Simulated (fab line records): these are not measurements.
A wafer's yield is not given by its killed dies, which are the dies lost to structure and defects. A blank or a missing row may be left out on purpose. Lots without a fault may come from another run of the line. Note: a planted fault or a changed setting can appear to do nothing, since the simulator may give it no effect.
fab line records || flow n5-finfet
[record] {"lots": 7, "wafers": 21}
route steps=1938 shown BEOL_M15@1800 MIM_BOT_ETCH@1867
start-h: the number of hours between the record's first day and the start of the first shown wafer of the lot || wait-h: hours from the lot's prior step to this one || " identical to the entry in the row above || L1.1+2: several wafers, shown together as one row || - no value, or no start was given || * or withheld: withheld || < > ~ a bound
route shown NAME@n: NAME is a module with steps in the file, n the number in the route of the first one || usual: mean/standard deviation of fault-free wafers || same: alike in all rows || chamber/n: place in a boat || sites: each site's reading || _std_site: standard deviation of those values || _edge_site: mean of outer sites minus mean of inner sites || radius-mm: for every site, how far away it sits from the centre of the wafer || mask NAME#n: copy n || behind: the last tool/chamber to shape the wafer || hold: what put the lot on hold/how long, in hours/how the hold closed || device: whichever transistor did not switch (one of n, p or np) || end of line: at the end of the route, the tests of the same wafers || for a step that has no rows: nothing shown but its recipe || killed: the dies lost at the first sort to structure and to defects; this is not the yield of the wafer || map: a wafer's dies, marking killed ones x, the rest . and places with no die _
set.NAME: the setting that was run; set.NAME@STEP: the one run at that earlier step || model.NAME: the simulator's own value behind a step, which no gauge read
lots whose settings were changed on purpose; a table a step, a row a wafer
[[steps]]
[step N5_BEOL_M15_EXPOSE_25]
[recipe] {"mask-id": "M15", "na": 0.8, "source-shape": "annular", "sigma-inner": 0.5, "sigma-outer": 0.8, "polarization": "unpolarized", "target-cd-nm": 400, "dose-mj": 35.5}
{"lot.wafer": "L074.2+6", "tool": "krf-scanner-02", "chamber": 0, "start-h": 275.03, "wait-h": "-", "mask": "M15#0", "set.dose-mj": 35.5}
{"lot.wafer": "L074.4", "tool": "krf-scanner-02", "chamber": 0, "start-h": 275.03, "wait-h": "-", "mask": "M15#0", "set.dose-mj": 37.96}
{"lot.wafer": "L075.3+6", "tool": "krf-scanner-01", "chamber": 0, "start-h": 295.58, "wait-h": "-", "mask": "M15#0", "set.dose-mj": 35.5}
{"lot.wafer": "L075.5", "tool": "krf-scanner-01", "chamber": 0, "start-h": 295.58, "wait-h": "-", "mask": "M15#0", "set.dose-mj": 37.84}
{"lot.wafer": "L080.1+2+4", "tool": "krf-scanner-01", "chamber": 0, "start-h": 339.68, "wait-h": "-", "mask": "M15#0", "set.dose-mj": 33.42}
{"lot.wafer": "L084.3+4+5", "tool": "krf-scanner-02", "chamber": 0, "start-h": 402.75, "wait-h": "-", "mask": "M15#0", "set.dose-mj": 35.5}
{"lot.wafer": "L088.2+6", "tool": "krf-scanner-02", "chamber": 0, "start-h": 445.02, "wait-h": "-", "mask": "M15#0", "set.dose-mj": 35.5}
{"lot.wafer": "L088.4", "tool": "krf-scanner-02", "chamber": 0, "start-h": 445.02, "wait-h": "-", "mask": "M15#0", "set.dose-mj": 33.05}
{"lot.wafer": "L091.3+5+6", "tool": "krf-scanner-01", "chamber": 0, "start-h": 467.68, "wait-h": "-", "mask": "M15#0", "set.dose-mj": 35.5}
{"lot.wafer": "L082.1+6", "tool": "krf-scanner-01", "chamber": 0, "start-h": 496.20, "wait-h": "-", "mask": "M15#0", "set.dose-mj": 37.9}
{"lot.wafer": "L082.3", "tool": "krf-scanner-01", "chamber": 0, "start-h": 496.20, "wait-h": "-", "mask": "M15#0", "set.dose-mj": 35.5}
[step N5_BEOL_M15_PEB_26]
[recipe] {"peb-temp-c": 130, "peb-time-s": 90}
[step N5_BEOL_M15_DEVELOP_27]
[recipe] {"develop-time-s": 45, "rinse-liquid": "diw", "dry": "air-spin", "dev-temp-c": 21}
[step N5_BEOL_M15_HARDBAKE_32]
[recipe] {"temp-c": 130, "time-s": 120}
[step N5_BEOL_M15_CD_MEAS_28]
[recipe] {"target-cd-nm": 407.6, "landing-energy-ev": 500, "detector": "se-inlens"}
[usual] {"cd-nm": "408.1/1.6"}
{"lot.wafer": "L074.2", "tool": "cd-sem-02", "chamber": 0, "start-h": 275.20, "wait-h": "-", "set.dose-mj@BEOL_M15_EXPOSE_25": 35.5, "cd-nm": 410.1}
{"lot.wafer": "L074.4", "tool": "cd-sem-02", "chamber": 0, "start-h": 275.20, "wait-h": "-", "set.dose-mj@BEOL_M15_EXPOSE_25": 37.96, "cd-nm": 417.5}
{"lot.wafer": "L074.6", "tool": "cd-sem-02", "chamber": 0, "start-h": 275.20, "wait-h": "-", "set.dose-mj@BEOL_M15_EXPOSE_25": 35.5, "cd-nm": 410.7}
{"lot.wafer": "L075.3", "tool": "cd-sem-03", "chamber": 0, "start-h": 295.74, "wait-h": "-", "set.dose-mj@BEOL_M15_EXPOSE_25": 35.5, "cd-nm": 406.5}
{"lot.wafer": "L075.5", "tool": "cd-sem-03", "chamber": 0, "start-h": 295.74, "wait-h": "-", "set.dose-mj@BEOL_M15_EXPOSE_25": 37.84, "cd-nm": 417.8}
{"lot.wafer": "L075.6", "tool": "cd-sem-03", "chamber": 0, "start-h": 295.74, "wait-h": "-", "set.dose-mj@BEOL_M15_EXPOSE_25": 35.5, "cd-nm": 406.5}
{"lot.wafer": "L080.1", "tool": "cd-sem-01", "chamber": 0, "start-h": 339.85, "wait-h": "-", "set.dose-mj@BEOL_M15_EXPOSE_25": 33.42, "cd-nm": 398.7}
{"lot.wafer": "L080.2", "tool": "cd-sem-01", "chamber": 0, "start-h": 339.85, "wait-h": "-", "set.dose-mj@BEOL_M15_EXPOSE_25": 33.42, "cd-nm": 400.0}
{"lot.wafer": "L080.4", "tool": "cd-sem-01", "chamber": 0, "start-h": 339.85, "wait-h": "-", "set.dose-mj@BEOL_M15_EXPOSE_25": 33.42, "cd-nm": 399.4}
{"lot.wafer": "L084.3", "tool": "cd-sem-01", "chamber": 0, "start-h": 402.91, "wait-h": "-", "set.dose-mj@BEOL_M15_EXPOSE_25": 35.5, "cd-nm": 409.6}
{"lot.wafer": "L084.4", "tool": "cd-sem-01", "chamber": 0, "start-h": 402.91, "wait-h": "-", "set.dose-mj@BEOL_M15_EXPOSE_25": 35.5, "cd-nm": 409.7}
{"lot.wafer": "L084.5", "tool": "cd-sem-01", "chamber": 0, "start-h": 402.91, "wait-h": "-", "set.dose-mj@BEOL_M15_EXPOSE_25": 35.5, "cd-nm": 410.5}
{"lot.wafer": "L088.2", "tool": "cd-sem-03", "chamber": 0, "start-h": 445.19, "wait-h": "-", "set.dose-mj@BEOL_M15_EXPOSE_25": 35.5, "cd-nm": 409.1}
{"lot.wafer": "L088.4", "tool": "cd-sem-03", "chamber": 0, "start-h": 445.19, "wait-h": "-", "set.dose-mj@BEOL_M15_EXPOSE_25": 33.05, "cd-nm": 397.8}
{"lot.wafer": "L088.6", "tool": "cd-sem-03", "chamber": 0, "start-h": 445.19, "wait-h": "-", "set.dose-mj@BEOL_M15_EXPOSE_25": 35.5, "cd-nm": 410.1}
{"lot.wafer": "L091.3", "tool": "cd-sem-03", "chamber": 0, "start-h": 467.85, "wait-h": "-", "set.dose-mj@BEOL_M15_EXPOSE_25": 35.5, "cd-nm": 406.7}
{"lot.wafer": "L091.5", "tool": "cd-sem-03", "chamber": 0, "start-h": 467.85, "wait-h": "-", "set.dose-mj@BEOL_M15_EXPOSE_25": 35.5, "cd-nm": 406.7}
{"lot.wafer": "L091.6", "tool": "cd-sem-03", "chamber": 0, "start-h": 467.85, "wait-h": "-", "set.dose-mj@BEOL_M15_EXPOSE_25": 35.5, "cd-nm": 406.6}
{"lot.wafer": "L082.1", "tool": "cd-sem-01", "chamber": 0, "start-h": 496.38, "wait-h": "-", "set.dose-mj@BEOL_M15_EXPOSE_25": 37.9, "cd-nm": 417.2}
{"lot.wafer": "L082.3", "tool": "cd-sem-01", "chamber": 0, "start-h": 496.38, "wait-h": "-", "set.dose-mj@BEOL_M15_EXPOSE_25": 35.5, "cd-nm": 405.6}
{"lot.wafer": "L082.6", "tool": "cd-sem-01", "chamber": 0, "start-h": 496.38, "wait-h": "-", "set.dose-mj@BEOL_M15_EXPOSE_25": 37.9, "cd-nm": 418.7}
[step N5_BEOL_M15_DESCUM_33]
[recipe] {"chemistry": "O2", "time-s": 7.9, "source-power-w": 50, "bias-power-w": 20, "pressure-mtorr": 20, "rf-frequency-hz": 2.712e+07, "temp-c": 40, "o2-flow-sccm": 225}
{"lot.wafer": "L074.2", "tool": "rie-diel-01", "chamber": 1, "start-h": 275.40, "wait-h": 0.2, "set.dose-mj@BEOL_M15_EXPOSE_25": 35.5, "model.BEOL_M15.cd-nm": 410.2}
{"lot.wafer": "L074.4", "tool": "rie-diel-01", "chamber": 3, "start-h": 275.40, "wait-h": 0.2, "set.dose-mj@BEOL_M15_EXPOSE_25": 37.96, "model.BEOL_M15.cd-nm": 417.8}
{"lot.wafer": "L074.6", "tool": "rie-diel-01", "chamber": 3, "start-h": 275.40, "wait-h": 0.2, "set.dose-mj@BEOL_M15_EXPOSE_25": 35.5, "model.BEOL_M15.cd-nm": 411}
{"lot.wafer": "L075.3", "tool": "rie-diel-03", "chamber": 2, "start-h": 295.82, "wait-h": 0.0, "set.dose-mj@BEOL_M15_EXPOSE_25": 35.5, "model.BEOL_M15.cd-nm": 406.4}
{"lot.wafer": "L075.5", "tool": "rie-diel-03", "chamber": 0, "start-h": 295.82, "wait-h": 0.0, "set.dose-mj@BEOL_M15_EXPOSE_25": 37.84, "model.BEOL_M15.cd-nm": 417.6}
{"lot.wafer": "L075.6", "tool": "rie-diel-03", "chamber": 3, "start-h": 295.82, "wait-h": 0.0, "set.dose-mj@BEOL_M15_EXPOSE_25": 35.5, "model.BEOL_M15.cd-nm": 406.6}
{"lot.wafer": "L080.1", "tool": "rie-diel-03", "chamber": 0, "start-h": 339.94, "wait-h": 0.0, "set.dose-mj@BEOL_M15_EXPOSE_25": 33.42, "model.BEOL_M15.cd-nm": 398.4}
{"lot.wafer": "L080.2", "tool": "rie-diel-03", "chamber": 2, "start-h": 339.94, "wait-h": 0.0, "set.dose-mj@BEOL_M15_EXPOSE_25": 33.42, "model.BEOL_M15.cd-nm": 399.8}
{"lot.wafer": "L080.4", "tool": "rie-diel-03", "chamber": 1, "start-h": 339.94, "wait-h": 0.0, "set.dose-mj@BEOL_M15_EXPOSE_25": 33.42, "model.BEOL_M15.cd-nm": 399}
{"lot.wafer": "L084.3+4", "tool": "rie-diel-01", "chamber": "0,2", "start-h": 403.00, "wait-h": 0.0, "set.dose-mj@BEOL_M15_EXPOSE_25": 35.5, "model.BEOL_M15.cd-nm": 409.6}
{"lot.wafer": "L084.5", "tool": "rie-diel-01", "chamber": 2, "start-h": 403.00, "wait-h": 0.0, "set.dose-mj@BEOL_M15_EXPOSE_25": 35.5, "model.BEOL_M15.cd-nm": 410.4}
{"lot.wafer": "L088.2", "tool": "rie-diel-03", "chamber": 1, "start-h": 445.68, "wait-h": 0.4, "set.dose-mj@BEOL_M15_EXPOSE_25": 35.5, "model.BEOL_M15.cd-nm": 409.2}
{"lot.wafer": "L088.4", "tool": "rie-diel-03", "chamber": 3, "start-h": 445.68, "wait-h": 0.4, "set.dose-mj@BEOL_M15_EXPOSE_25": 33.05, "model.BEOL_M15.cd-nm": 398}
{"lot.wafer": "L088.6", "tool": "rie-diel-03", "chamber": 1, "start-h": 445.68, "wait-h": 0.4, "set.dose-mj@BEOL_M15_EXPOSE_25": 35.5, "model.BEOL_M15.cd-nm": 410}
{"lot.wafer": "L091.3", "tool": "rie-diel-01", "chamber": 0, "start-h": 467.93, "wait-h": 0.0, "set.dose-mj@BEOL_M15_EXPOSE_25": 35.5, "model.BEOL_M15.cd-nm": 406.8}
{"lot.wafer": "L091.5", "tool": "rie-diel-01", "chamber": 1, "start-h": 467.93, "wait-h": 0.0, "set.dose-mj@BEOL_M15_EXPOSE_25": 35.5, "model.BEOL_M15.cd-nm": 407.4}
{"lot.wafer": "L091.6", "tool": "rie-diel-01", "chamber": 0, "start-h": 467.93, "wait-h": 0.0, "set.dose-mj@BEOL_M15_EXPOSE_25": 35.5, "model.BEOL_M15.cd-nm": 406.4}
{"lot.wafer": "L082.1", "tool": "rie-diel-03", "chamber": 2, "start-h": 496.50, "wait-h": 0.1, "set.dose-mj@BEOL_M15_EXPOSE_25": 37.9, "model.BEOL_M15.cd-nm": 417.4}
{"lot.wafer": "L082.3", "tool": "rie-diel-03", "chamber": 0, "start-h": 496.50, "wait-h": 0.1, "set.dose-mj@BEOL_M15_EXPOSE_25": 35.5, "model.BEOL_M15.cd-nm": 405.6}
{"lot.wafer": "L082.6", "tool": "rie-diel-03", "chamber": 1, "start-h": 496.50, "wait-h": 0.1, "set.dose-mj@BEOL_M15_EXPOSE_25": 37.9, "model.BEOL_M15.cd-nm": 418.4}
[step N5_BEOL_M15_ETCH_61]
[recipe] {"chemistry": "N2/H2", "target": "BARC", "target-depth-a": 890, "overetch-a": 267, "time-s": 67.9, "ion-energy-ev": 200, "pressure-mtorr": 30, "source-w": 840, "bias-w": 150, "n2-flow-sccm": 200, "h2-flow-sccm": 200}
{"lot.wafer": "L074.2", "tool": "rie-diel-01", "chamber": 1, "start-h": 275.44, "wait-h": 0.0, "set.dose-mj@BEOL_M15_EXPOSE_25": 35.5, "model.BEOL_M15.cd-nm": 402.4}
{"lot.wafer": "L074.4", "tool": "rie-diel-01", "chamber": 3, "start-h": 275.44, "wait-h": 0.0, "set.dose-mj@BEOL_M15_EXPOSE_25": 37.96, "model.BEOL_M15.cd-nm": 411}
{"lot.wafer": "L074.6", "tool": "rie-diel-01", "chamber": 3, "start-h": 275.44, "wait-h": 0.0, "set.dose-mj@BEOL_M15_EXPOSE_25": 35.5, "model.BEOL_M15.cd-nm": 404.4}
{"lot.wafer": "L075.3", "tool": "rie-diel-03", "chamber": 2, "start-h": 295.86, "wait-h": 0.0, "set.dose-mj@BEOL_M15_EXPOSE_25": 35.5, "model.BEOL_M15.cd-nm": 398.6}
{"lot.wafer": "L075.5", "tool": "rie-diel-03", "chamber": 0, "start-h": 295.86, "wait-h": 0.0, "set.dose-mj@BEOL_M15_EXPOSE_25": 37.84, "model.BEOL_M15.cd-nm": 410.2}
{"lot.wafer": "L075.6", "tool": "rie-diel-03", "chamber": 3, "start-h": 295.86, "wait-h": 0.0, "set.dose-mj@BEOL_M15_EXPOSE_25": 35.5, "model.BEOL_M15.cd-nm": 399.6}
{"lot.wafer": "L080.1", "tool": "rie-diel-03", "chamber": 0, "start-h": 339.97, "wait-h": 0.0, "set.dose-mj@BEOL_M15_EXPOSE_25": 33.42, "model.BEOL_M15.cd-nm": 391.6}
{"lot.wafer": "L080.2", "tool": "rie-diel-03", "chamber": 2, "start-h": 339.97, "wait-h": 0.0, "set.dose-mj@BEOL_M15_EXPOSE_25": 33.42, "model.BEOL_M15.cd-nm": 391.8}
{"lot.wafer": "L080.4", "tool": "rie-diel-03", "chamber": 1, "start-h": 339.97, "wait-h": 0.0, "set.dose-mj@BEOL_M15_EXPOSE_25": 33.42, "model.BEOL_M15.cd-nm": 391.4}
{"lot.wafer": "L084.3", "tool": "rie-diel-01", "chamber": 0, "start-h": 403.03, "wait-h": 0.0, "set.dose-mj@BEOL_M15_EXPOSE_25": 35.5, "model.BEOL_M15.cd-nm": 402}
{"lot.wafer": "L084.4", "tool": "rie-diel-01", "chamber": 2, "start-h": 403.03, "wait-h": 0.0, "set.dose-mj@BEOL_M15_EXPOSE_25": 35.5, "model.BEOL_M15.cd-nm": 401.8}
{"lot.wafer": "L084.5", "tool": "rie-diel-01", "chamber": 2, "start-h": 403.03, "wait-h": 0.0, "set.dose-mj@BEOL_M15_EXPOSE_25": 35.5, "model.BEOL_M15.cd-nm": 402.6}
{"lot.wafer": "L088.2", "tool": "rie-diel-03", "chamber": 1, "start-h": 445.71, "wait-h": 0.0, "set.dose-mj@BEOL_M15_EXPOSE_25": 35.5, "model.BEOL_M15.cd-nm": 400.4}
{"lot.wafer": "L088.4", "tool": "rie-diel-03", "chamber": 3, "start-h": 445.71, "wait-h": 0.0, "set.dose-mj@BEOL_M15_EXPOSE_25": 33.05, "model.BEOL_M15.cd-nm": 388.8}
{"lot.wafer": "L088.6", "tool": "rie-diel-03", "chamber": 1, "start-h": 445.71, "wait-h": 0.0, "set.dose-mj@BEOL_M15_EXPOSE_25": 35.5, "model.BEOL_M15.cd-nm": 401.4}
{"lot.wafer": "L091.3+6", "tool": "rie-diel-01", "chamber": 0, "start-h": 467.97, "wait-h": 0.0, "set.dose-mj@BEOL_M15_EXPOSE_25": 35.5, "model.BEOL_M15.cd-nm": 398}
{"lot.wafer": "L091.5", "tool": "rie-diel-01", "chamber": 1, "start-h": 467.97, "wait-h": 0.0, "set.dose-mj@BEOL_M15_EXPOSE_25": 35.5, "model.BEOL_M15.cd-nm": 397.6}
{"lot.wafer": "L082.1", "tool": "rie-diel-03", "chamber": 2, "start-h": 496.54, "wait-h": 0.0, "set.dose-mj@BEOL_M15_EXPOSE_25": 37.9, "model.BEOL_M15.cd-nm": 409.8}
{"lot.wafer": "L082.3", "tool": "rie-diel-03", "chamber": 0, "start-h": 496.54, "wait-h": 0.0, "set.dose-mj@BEOL_M15_EXPOSE_25": 35.5, "model.BEOL_M15.cd-nm": 399.8}
{"lot.wafer": "L082.6", "tool": "rie-diel-03", "chamber": 1, "start-h": 496.54, "wait-h": 0.0, "set.dose-mj@BEOL_M15_EXPOSE_25": 37.9, "model.BEOL_M15.cd-nm": 411.4}
[step N5_BEOL_M15_TRENCH_ETCH_34]
[recipe] {"chemistry": "C4F8/O2/Ar", "target": "SiO2", "target-depth-a": 8729.3, "he-inner-torr": 15, "he-outer-torr": 30, "time-s": 199, "ion-energy-ev": 800, "pressure-mtorr": 20, "source-w": 1905, "bias-w": 2040, "Ar_flow_sccm": 400, "C4F8_flow_sccm": 16, "O2_flow_sccm": 12}
[usual] {"rf-vpp-V": "2214/23"}
{"lot.wafer": "L074.2", "tool": "rie-diel-01", "chamber": 1, "start-h": 275.49, "wait-h": 0.0, "set.bias-w": 2040, "rf-vpp-V": 2236}
{"lot.wafer": "L074.4", "tool": "rie-diel-01", "chamber": 3, "start-h": 275.49, "wait-h": 0.0, "set.bias-w": 2040, "rf-vpp-V": 2185}
{"lot.wafer": "L074.6", "tool": "rie-diel-01", "chamber": 3, "start-h": 275.49, "wait-h": 0.0, "set.bias-w": 2040, "rf-vpp-V": 2186}
{"lot.wafer": "L075.3", "tool": "rie-diel-03", "chamber": 2, "start-h": 295.91, "wait-h": 0.0, "set.bias-w": 2040, "rf-vpp-V": 2199}
{"lot.wafer": "L075.5", "tool": "rie-diel-03", "chamber": 0, "start-h": 295.91, "wait-h": 0.0, "set.bias-w": 2040, "rf-vpp-V": 2239}
{"lot.wafer": "L075.6", "tool": "rie-diel-03", "chamber": 3, "start-h": 295.91, "wait-h": 0.0, "set.bias-w": 2040, "rf-vpp-V": 2195}
{"lot.wafer": "L080.1", "tool": "rie-diel-03", "chamber": 0, "start-h": 340.02, "wait-h": 0.0, "set.bias-w": 2040, "rf-vpp-V": 2238}
{"lot.wafer": "L080.2", "tool": "rie-diel-03", "chamber": 2, "start-h": 340.02, "wait-h": 0.0, "set.bias-w": 2040, "rf-vpp-V": 2198}
{"lot.wafer": "L080.4", "tool": "rie-diel-03", "chamber": 1, "start-h": 340.02, "wait-h": 0.0, "set.bias-w": 2040, "rf-vpp-V": 2247}
{"lot.wafer": "L084.3", "tool": "rie-diel-01", "chamber": 0, "start-h": 403.08, "wait-h": 0.0, "set.bias-w": 2040, "rf-vpp-V": 2199}
{"lot.wafer": "L084.4", "tool": "rie-diel-01", "chamber": 2, "start-h": 403.08, "wait-h": 0.0, "set.bias-w": 2040, "rf-vpp-V": 2236}
{"lot.wafer": "L084.5", "tool": "rie-diel-01", "chamber": 2, "start-h": 403.08, "wait-h": 0.0, "set.bias-w": 2040, "rf-vpp-V": 2238}
{"lot.wafer": "L088.2", "tool": "rie-diel-03", "chamber": 1, "start-h": 445.76, "wait-h": 0.0, "set.bias-w": 1858, "rf-vpp-V": 2106}
{"lot.wafer": "L088.4", "tool": "rie-diel-03", "chamber": 3, "start-h": 445.76, "wait-h": 0.0, "set.bias-w": 1858, "rf-vpp-V": 2052}
{"lot.wafer": "L088.6", "tool": "rie-diel-03", "chamber": 1, "start-h": 445.76, "wait-h": 0.0, "set.bias-w": 2040, "rf-vpp-V": 2249}
{"lot.wafer": "L091.3", "tool": "rie-diel-01", "chamber": 0, "start-h": 468.02, "wait-h": 0.0, "set.bias-w": 2040, "rf-vpp-V": 2199}
{"lot.wafer": "L091.5", "tool": "rie-diel-01", "chamber": 1, "start-h": 468.02, "wait-h": 0.0, "set.bias-w": 2040, "rf-vpp-V": 2234}
{"lot.wafer": "L091.6", "tool": "rie-diel-01", "chamber": 0, "start-h": 468.02, "wait-h": 0.0, "set.bias-w": 2040, "rf-vpp-V": 2199}
{"lot.wafer": "L082.1", "tool": "rie-diel-03", "chamber": 2, "start-h": 496.59, "wait-h": 0.0, "set.bias-w": 1851, "rf-vpp-V": 2050}
{"lot.wafer": "L082.3", "tool": "rie-diel-03", "chamber": 0, "start-h": 496.59, "wait-h": 0.0, "set.bias-w": 2040, "rf-vpp-V": 2236}
{"lot.wafer": "L082.6", "tool": "rie-diel-03", "chamber": 1, "start-h": 496.59, "wait-h": 0.0, "set.bias-w": 2040, "rf-vpp-V": 2247}
[step N5_MIM_BOT_ETCH_ETCH_03]
[recipe] {"chemistry": "Cl2/BCl3", "target-depth-a": 120, "pressure-mtorr": 8, "icp-w": 800, "bias-w": 100, "Cl2_flow_sccm": 20, "bcl3-flow-sccm": 80}
{"lot.wafer": "L074.2", "tool": "rie-metal-03", "chamber": 0, "start-h": 282.61, "wait-h": 0.1, "set.bias-w": 110.9, "model.etch.depth-nm": 12.15}
{"lot.wafer": "L074.4", "tool": "rie-metal-03", "chamber": 0, "start-h": 282.61, "wait-h": 0.1, "set.bias-w": 110.9, "model.etch.depth-nm": 12.16}
{"lot.wafer": "L074.6", "tool": "rie-metal-03", "chamber": 1, "start-h": 282.61, "wait-h": 0.1, "set.bias-w": 110.9, "model.etch.depth-nm": 12.22}
{"lot.wafer": "L075.3", "tool": "rie-metal-01", "chamber": 0, "start-h": 303.58, "wait-h": 0.1, "set.bias-w": 100, "model.etch.depth-nm": 12.07}
{"lot.wafer": "L075.5", "tool": "rie-metal-01", "chamber": 1, "start-h": 303.58, "wait-h": 0.1, "set.bias-w": 106.6, "model.etch.depth-nm": 12.62}
{"lot.wafer": "L075.6", "tool": "rie-metal-01", "chamber": 0, "start-h": 303.58, "wait-h": 0.1, "set.bias-w": 106.6, "model.etch.depth-nm": 12.39}
{"lot.wafer": "L080.1", "tool": "rie-metal-01", "chamber": 0, "start-h": 348.06, "wait-h": 0.1, "set.bias-w": 100, "model.etch.depth-nm": 12.63}
{"lot.wafer": "L080.2", "tool": "rie-metal-01", "chamber": 1, "start-h": 348.06, "wait-h": 0.1, "set.bias-w": 100, "model.etch.depth-nm": 12.46}
{"lot.wafer": "L080.4", "tool": "rie-metal-01", "chamber": 0, "start-h": 348.06, "wait-h": 0.1, "set.bias-w": 113.1, "model.etch.depth-nm": 13.17}
{"lot.wafer": "L084.3", "tool": "rie-metal-03", "chamber": 1, "start-h": 411.70, "wait-h": 0.1, "set.bias-w": 100, "model.etch.depth-nm": 11.82}
{"lot.wafer": "L084.4", "tool": "rie-metal-03", "chamber": 1, "start-h": 411.70, "wait-h": 0.1, "set.bias-w": 100, "model.etch.depth-nm": 11.73}
{"lot.wafer": "L084.5", "tool": "rie-metal-03", "chamber": 1, "start-h": 411.70, "wait-h": 0.1, "set.bias-w": 100, "model.etch.depth-nm": 11.74}
{"lot.wafer": "L088.2", "tool": "rie-metal-02", "chamber": 1, "start-h": 455.88, "wait-h": 0.1, "set.bias-w": 100, "model.etch.depth-nm": 12.14}
{"lot.wafer": "L088.4", "tool": "rie-metal-02", "chamber": 0, "start-h": 455.88, "wait-h": 0.1, "set.bias-w": 100, "model.etch.depth-nm": 11.86}
{"lot.wafer": "L088.6", "tool": "rie-metal-02", "chamber": 0, "start-h": 455.88, "wait-h": 0.1, "set.bias-w": 91.23, "model.etch.depth-nm": 11.52}
{"lot.wafer": "L091.3", "tool": "rie-metal-02", "chamber": 1, "start-h": 476.02, "wait-h": 0.1, "set.bias-w": 82.81, "model.etch.depth-nm": 11.28}
{"lot.wafer": "L091.5", "tool": "rie-metal-02", "chamber": 1, "start-h": 476.02, "wait-h": 0.1, "set.bias-w": 100, "model.etch.depth-nm": 12.15}
{"lot.wafer": "L091.6", "tool": "rie-metal-02", "chamber": 0, "start-h": 476.02, "wait-h": 0.1, "set.bias-w": 82.81, "model.etch.depth-nm": 11.17}
{"lot.wafer": "L082.1", "tool": "rie-metal-02", "chamber": 1, "start-h": 505.93, "wait-h": 0.1, "set.bias-w": 87.79, "model.etch.depth-nm": 11.66}
{"lot.wafer": "L082.3", "tool": "rie-metal-02", "chamber": 1, "start-h": 505.93, "wait-h": 0.1, "set.bias-w": 87.79, "model.etch.depth-nm": 11.68}
{"lot.wafer": "L082.6", "tool": "rie-metal-02", "chamber": 1, "start-h": 505.93, "wait-h": 0.1, "set.bias-w": 100, "model.etch.depth-nm": 12.27}
[[key]]
[split] {"step": "N5_BEOL_M15_EXPOSE_25", "setting": "dose-mj", "stated": 35.5, "by": "wafer"}
[response] {"step": "N5_BEOL_M15_CD_MEAS_28", "reading": "cd-nm", "change": "+1.56", "per": "1%", "r": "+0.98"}
[response] {"step": "N5_BEOL_M15_DESCUM_33", "reading": "model.BEOL_M15.cd-nm", "change": "+1.55", "per": "1%", "r": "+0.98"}
[response] {"step": "N5_BEOL_M15_ETCH_61", "reading": "model.BEOL_M15.cd-nm", "change": "+1.53", "per": "1%", "r": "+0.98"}
[split] {"step": "N5_BEOL_M15_TRENCH_ETCH_34", "setting": "bias-w", "stated": 2040, "by": "wafer"}
[response] {"step": "N5_BEOL_M15_TRENCH_ETCH_34", "reading": "rf-vpp-V", "change": "+19.9", "per": "1%", "r": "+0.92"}
[split] {"step": "N5_MIM_BOT_ETCH_ETCH_03", "setting": "bias-w", "stated": 100, "by": "wafer"}
[response] {"step": "N5_MIM_BOT_ETCH_ETCH_03", "reading": "model.etch.depth-nm", "change": "+0.0522", "per": "1%", "r": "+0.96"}
